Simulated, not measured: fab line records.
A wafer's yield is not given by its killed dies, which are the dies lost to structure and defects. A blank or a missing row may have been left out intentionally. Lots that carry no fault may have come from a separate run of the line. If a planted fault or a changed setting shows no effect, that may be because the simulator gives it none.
Chamber matching || flow nandHarc || 3 sister chambers for NHARC_A_M0_PRE_CLEAN_31 on pecvd-04
The step time 12 s. 6 wafers are shown with their chamber, then 12 later ones without.

WAFERS PAIRED WITH THEIR CHAMBERS
{"wafer": "L087.4", "chamber": 0, "heaterPowerW (W)": 637}
{"wafer": "L087.5", "chamber": 1, "heaterPowerW (W)": 561}
{"wafer": "L086.2", "chamber": 0, "heaterPowerW (W)": 646}
{"wafer": "L089.3", "chamber": 2, "heaterPowerW (W)": 518}
{"wafer": "L089.5", "chamber": 2, "heaterPowerW (W)": 508}
{"wafer": "L089.6", "chamber": 1, "heaterPowerW (W)": 554}

WAFERS WITHOUT THEIR CHAMBER
{"wafer": "L085.1", "heaterPowerW (W)": 546}
{"wafer": "L085.2", "heaterPowerW (W)": 703}
{"wafer": "L085.3", "heaterPowerW (W)": 597}
{"wafer": "L090.1", "heaterPowerW (W)": 626}
{"wafer": "L090.4", "heaterPowerW (W)": 633}
{"wafer": "L090.5", "heaterPowerW (W)": 653}
{"wafer": "L092.3", "heaterPowerW (W)": 684}
{"wafer": "L092.5", "heaterPowerW (W)": 703}
{"wafer": "L092.6", "heaterPowerW (W)": 567}
{"wafer": "L094.1", "heaterPowerW (W)": 540}
{"wafer": "L094.3", "heaterPowerW (W)": 642}
{"wafer": "L094.6", "heaterPowerW (W)": 613}

THE CHAMBER EACH PASSED THROUGH
{"wafer": "L085.1", "from the rows above": 1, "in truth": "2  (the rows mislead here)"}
{"wafer": "L085.2", "from the rows above": 0, "in truth": 0}
{"wafer": "L085.3", "from the rows above": "can't be placed: 1 or 0", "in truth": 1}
{"wafer": "L090.1", "from the rows above": 0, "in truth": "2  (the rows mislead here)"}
{"wafer": "L090.4", "from the rows above": 0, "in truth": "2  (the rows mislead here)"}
{"wafer": "L090.5", "from the rows above": 0, "in truth": 0}
{"wafer": "L092.3", "from the rows above": 0, "in truth": 0}
{"wafer": "L092.5", "from the rows above": 0, "in truth": 0}
{"wafer": "L092.6", "from the rows above": 1, "in truth": 1}
{"wafer": "L094.1", "from the rows above": "can't be placed: 1 or 2", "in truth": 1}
{"wafer": "L094.3", "from the rows above": 0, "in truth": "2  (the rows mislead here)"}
{"wafer": "L094.6", "from the rows above": 0, "in truth": 0}
Correct placement for 6 of the 12. Unplaceable from these rows: 2, with the true chamber sitting among the candidates in 2. Number placed wrongly: 4.
How it was worked out, from the rows above alone: a wafer's distance from a chamber is the root of the sum, over the readings, of the square of ((its reading less the chamber's mean) divided by the reading's scatter). If the next closest chamber is less than 2 further off than the closest, the wafer can't be placed; otherwise it belongs to the closest. Each chamber's mean is taken over the wafers shown for it. The scatter: take each reading less its chamber's mean, square it, sum over the shown wafers, divide by the number of wafers less the number of chambers, and take the root.
